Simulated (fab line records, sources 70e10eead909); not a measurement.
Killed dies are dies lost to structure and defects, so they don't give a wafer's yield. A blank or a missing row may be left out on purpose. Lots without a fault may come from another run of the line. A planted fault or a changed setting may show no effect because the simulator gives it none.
fab line records | flow nand_harc | part 2 of 2: steps 27 to 32 of 32
record lots=5 wafers=15 last_day=33
route steps=1302 shown A_ONON_D1@442 A_CHANNEL_HOLE_D1@450
lots that met no fault: from a run of the same line without faults
start_h: hours from the record's first day to the start of the lot's first wafer shown | wait_h: hours since the lot's step before | " the same as in the row above | L1.1+2: a row that stands for several wafers | - no value, or no start given | * or withheld: withheld | < > ~ a bound
route shown NAME@n: a module of which the file shows steps, and the number in the route of the first | usual: mean/standard deviation of fault-free wafers | same: alike in all rows | chamber/n: place in a boat | sites: the reading at each site | _std_site: their standard deviation | _edge_site: outer sites' mean less inner sites' | radius_mm: how far each site lies from the wafer's centre | mask NAME#n: copy n | behind: the tool/chamber that last shaped the wafer | hold: why the lot was held/for how many hours/how that ended | device: the transistor (n, p or np) that didn't switch | end of line: the same wafers' tests at the end of the route | a step without rows: its recipe alone | killed: dies lost to structure and defects at the first sort, not the wafer's yield | map: a wafer's dies, x killed, . not, _ none there
set.NAME: the setting as run; set.NAME@STEP: as run at that earlier step | model.NAME: the simulator's own value behind a step, which no gauge read
lots at some steps of the route; a table a step, a row a wafer
services: from which hour (start_h, from the record's first day; less than 0 if before it) a tool's chamber was out of use, for how many hours, and why
## steps
# step NHARC_A_CHANNEL_HOLE_D1_ETCH_16
# recipe target_depth_a=31000 over_etch_frac=0.3 time_s=806 ion_energy_ev=150 o2_flow_sccm=400 cos_flow_sccm=20 ar_flow_sccm=0 rf_w=500 bias_w=300 chemistry=O2/COS
# usual drypump_motor_current_A=5.6/0.4 oes_product_au=1.001/0.0059 rf_vpp_V=313.9/2.2 showerhead_plenum_p_Torr=3.10/0.14 throttle_valve_pct=28.329/0.0078
# columns lot.wafer tool chamber start_h wait_h drypump_motor_current_A oes_product_au rf_hours_counter_h rf_vpp_V showerhead_plenum_p_Torr throttle_valve_pct
L081.1 rie_diel-08 2 - - 5.0 1.011 3 313.7 3.20 28.338
L081.5 " 2 " " 5.0 0.999 - 314.5 3.20 28.332
L081.6 " 0 " " 5.4 0.995 - 311.4 2.95 28.329
L088.1 rie_diel-04 3 - - 5.7 0.999 46 311.9 2.96 28.341
L088.4 " 2 " " 6.0 1.012 44 312.3 2.98 28.316
L088.6 " 3 " " 5.7 0.997 - 311.3 2.96 28.347
L090.1 rie_diel-08 3 - - 5.6 1.000 12 317.4 3.29 28.328
L090.2 " 0 " " 5.4 1.006 13 313.0 2.94 28.323
L090.6 " 3 " " 5.6 1.010 - 316.0 3.29 28.321
L093.3 rie_diel-04 2 - - 6.0 1.006 1 310.5 2.97 28.330
L093.2 " 0 " " 5.4 1.004 1 313.7 3.06 28.331
L093.6 " 2 " " 6.0 1.002 - 312.4 2.97 28.328
L094.2 rie_diel-04 1 - - 6.4 1.001 5 316.0 3.11 28.327
L094.5 " 1 " " 6.4 1.003 - 313.5 3.11 28.338
L094.6 " 2 " " 6.0 1.006 - 312.9 2.97 28.328
# step NHARC_A_CHANNEL_HOLE_D1_CD_MEAS_18
# usual cd_nm=99.3/1.7
# columns lot.wafer tool chamber start_h wait_h cd_nm
L081.1 cd_sem-01 - 248.50 - 100.8
L081.5 " - " " 100.4
L081.6 " - " " 98.1
L088.1 cd_sem-02 - 326.16 - 98.5
L088.4 " - " " 99.6
L088.6 " - " " 98.1
L090.1 cd_sem-03 - 339.13 - 99.8
L090.2 " - " " 100.9
L090.6 " - " " 100.1
L093.2 cd_sem-03 - 372.77 - 100.4
L093.3 " - " " 102.7
L093.6 " - " " 102.2
L094.2 cd_sem-03 - 383.36 - 97.7
L094.5 " - " " 100.4
L094.6 " - " " 100.4
# step NHARC_A_CHANNEL_HOLE_D1_ETCH_19
# recipe bias_v=1200 source_w=2500 pressure_mtorr=15 time_s=34.5 ar_flow_sccm=375 c4f8_flow_sccm=28.8 o2_flow_sccm=96.2 temp_c=-20 target_depth_a=* chemistry=C4F8/O2/Ar
# usual drypump_motor_current_A=5.5/0.45 he_backside_leak_sccm=5.9/0.82 showerhead_plenum_p_Torr=3.68/0.077 throttle_valve_pct=37.038/0.0093
# columns lot.wafer tool chamber start_h wait_h drypump_motor_current_A he_backside_leak_sccm rf_hours_counter_h showerhead_plenum_p_Torr throttle_valve_pct
L081.1 har_etch-01 1 248.98 0.5 5.2 5.4 115 3.76 37.038
L081.6 " 0 " " 5.6 5.1 - 3.69 37.037
L081.5 " 1 " " 5.2 6.0 - 3.76 37.039
L088.1 har_etch-02 1 328.80 2.6 6.1 6.1 382 3.64 37.035
L088.4 " 1 " " 6.1 6.2 - 3.64 37.035
L088.6 " 0 " " 4.9 5.8 - 3.60 37.032
L090.2 har_etch-01 1 339.21 0.1 5.2 5.5 168 3.73 37.028
L090.1 " 0 " " 5.7 5.5 168 3.66 37.029
L090.6 " 1 " " 5.2 5.8 - 3.73 37.053
L093.2 har_etch-01 0 372.86 0.1 5.6 5.5 183 3.65 37.037
L093.3 " 0 " " 5.6 5.7 - 3.65 37.036
L093.6 " 1 " " 5.2 6.0 - 3.72 37.041
L094.2 har_etch-01 0 386.90 3.5 5.7 5.7 195 3.65 37.043
L094.6 " 0 " " 5.7 5.7 - 3.65 37.053
L094.5 " 1 " " 5.2 6.0 - 3.71 37.041
# step NHARC_A_CHANNEL_HOLE_D1_ETCH_20
# recipe bias_v=3000 source_w=withheld pressure_mtorr=20 time_s=361.9 ar_flow_sccm=375 c4f8_flow_sccm=89.3 o2_flow_sccm=35.7 temp_c=-20 target_depth_a=16000 chemistry=C4F8/O2/Ar
# usual drypump_motor_current_A=5.5/0.46 he_backside_leak_sccm=5.8/0.57 showerhead_plenum_p_Torr=3.64/0.073 throttle_valve_pct=32.154/0.009
# columns lot.wafer tool chamber start_h wait_h drypump_motor_current_A he_backside_leak_sccm rf_hours_counter_h showerhead_plenum_p_Torr throttle_valve_pct
L081.1 har_etch-01 1 249.12 0.1 5.2 5.4 115 3.71 32.161
L081.6 " 0 " " 5.7 5.1 - 3.65 32.160
L081.5 " 1 " " 5.2 5.1 - 3.71 32.150
L088.1 har_etch-02 1 328.91 0.1 6.1 6.2 382 3.60 32.159
L088.4 " 1 " " 6.1 6.2 - 3.60 32.143
L088.6 " 0 " " 4.9 5.9 - 3.56 32.166
L090.2 har_etch-01 1 339.32 0.1 5.2 5.8 169 3.68 32.168
L090.1 " 0 " " 5.7 5.3 169 3.62 32.152
L090.6 " 1 " " 5.2 5.7 - 3.68 32.157
L093.2 har_etch-01 0 373.00 0.1 5.7 5.7 183 3.61 32.154
L093.3 " 0 " " 5.6 5.4 - 3.61 32.146
L093.6 " 1 " " 5.2 5.8 - 3.68 32.139
L094.2 har_etch-01 0 387.01 0.1 5.6 5.8 195 3.61 32.160
L094.6 " 0 " " 5.6 5.9 - 3.61 32.159
L094.5 " 1 " " 5.2 5.9 - 3.67 32.151
# step NHARC_A_CHANNEL_HOLE_D1_ETCH_21
# recipe bias_v=3000 source_w=withheld pressure_mtorr=20 time_s=514.3 ar_flow_sccm=375 c4f8_flow_sccm=89.3 o2_flow_sccm=35.7 temp_c=-20 target_depth_a=16000 chemistry=C4F8/O2/Ar
# usual drypump_motor_current_A=5.5/0.46 he_backside_leak_sccm=5.8/0.35 showerhead_plenum_p_Torr=3.64/0.073 throttle_valve_pct=32.154/0.0096
# columns lot.wafer tool chamber start_h wait_h drypump_motor_current_A he_backside_leak_sccm rf_hours_counter_h showerhead_plenum_p_Torr throttle_valve_pct
L081.1 har_etch-01 1 249.45 0.3 5.2 5.9 116 3.71 32.159
L081.6 " 0 " " 5.7 5.8 - 3.65 32.155
L081.5 " 1 " " 5.2 5.9 - 3.71 32.146
L088.1 har_etch-02 1 329.23 0.3 6.2 5.9 382 3.60 32.150
L088.4 " 1 " " 6.2 6.1 - 3.60 32.158
L088.6 " 0 " " 4.9 6.2 - 3.56 32.150
L090.2 har_etch-01 1 339.63 0.3 5.2 5.6 169 3.68 32.159
L090.1 " 0 " " 5.7 5.6 169 3.62 32.157
L090.6 " 1 " " 5.2 5.9 - 3.68 32.152
L093.2 har_etch-01 0 373.33 0.3 5.6 5.6 184 3.61 32.149
L093.3 " 0 " " 5.6 5.8 - 3.61 32.149
L093.6 " 1 " " 5.2 5.9 - 3.68 32.163
L094.2 har_etch-01 0 387.33 0.3 5.6 5.7 195 3.61 32.140
L094.6 " 0 " " 5.7 5.3 - 3.61 32.173
L094.5 " 1 " " 5.2 6.0 - 3.67 32.152
# step NHARC_A_CHANNEL_HOLE_D1_ETCH_22
# recipe bias_v=3000 source_w=withheld pressure_mtorr=20 time_s=666.7 ar_flow_sccm=375 c4f8_flow_sccm=89.3 o2_flow_sccm=35.7 temp_c=-20 target_depth_a=16000 chemistry=C4F8/O2/Ar
# usual drypump_motor_current_A=5.5/0.45 he_backside_leak_sccm=5.9/0.7 showerhead_plenum_p_Torr=3.64/0.073 throttle_valve_pct=32.155/0.0089
# columns lot.wafer tool chamber start_h wait_h drypump_motor_current_A he_backside_leak_sccm rf_hours_counter_h showerhead_plenum_p_Torr throttle_valve_pct
L081.1 har_etch-01 1 249.92 0.4 5.2 5.7 116 3.71 32.147
L081.6 " 0 " " 5.6 5.6 - 3.65 32.135
L081.5 " 1 " " 5.2 5.5 - 3.71 32.166
L088.1 har_etch-02 1 329.66 0.4 6.1 6.2 383 3.60 32.161
L088.4 " 1 " " 6.1 6.1 - 3.60 32.147
L088.6 " 0 " " 4.9 6.0 - 3.56 32.145
L090.2 har_etch-01 1 340.08 0.4 5.2 5.8 169 3.68 32.160
L090.1 " 0 " " 5.6 5.4 169 3.62 32.150
L090.6 " 1 " " 5.2 6.0 - 3.68 32.142
L093.2 har_etch-01 0 373.80 0.4 5.6 6.1 184 3.61 32.177
L093.3 " 0 " " 5.7 5.7 - 3.61 32.167
L093.6 " 1 " " 5.2 5.8 - 3.68 32.146
L094.2 har_etch-01 0 387.77 0.4 5.6 5.6 196 3.61 32.157
L094.6 " 0 " " 5.7 5.7 - 3.61 32.139
L094.5 " 1 " " 5.2 5.6 - 3.67 32.142
## services
# columns tool chamber start_h hours kind
arfi_scanner-01 - 220.95 1.5 repair
rie_diel-08 1 224.02 5.3 repair
rie_diel-08 - 225.23 0.6 repair
pecvd_onon-03 - 227.00 13.0 pm
pecvd-02 - 228.10 13.0 pm
rie_diel-08 2 229.07 11.2 repair
har_etch-01 - 232.96 12.0 repair
rie_diel-08 3 243.09 5.8 repair
pecvd-02 2 247.41 11.4 repair
rie_diel-04 0 247.88 22.6 repair
arfi_scanner-01 - 252.00 4.0 pm
pecvd_onon-01 - 269.00 13.0 pm
pecvd-04 - 269.07 13.0 pm
rie_diel-04 0 278.73 4.4 repair
acl_dep-03 - 304.49 13.0 pm
pecvd-04 1 312.43 6.7 repair
rie_diel-08 0 313.17 4.6 repair
litho_track-01 - 330.00 7.0 pm
litho_track-06 - 354.00 7.0 pm
rie_diel-04 - 355.03 9.0 pm
pecvd_onon-02 - 366.22 13.0 pm
rie_diel-08 - 367.84 9.0 pm
har_etch-02 - 377.50 17.0 pm
litho_track-04 - 378.00 7.0 pm
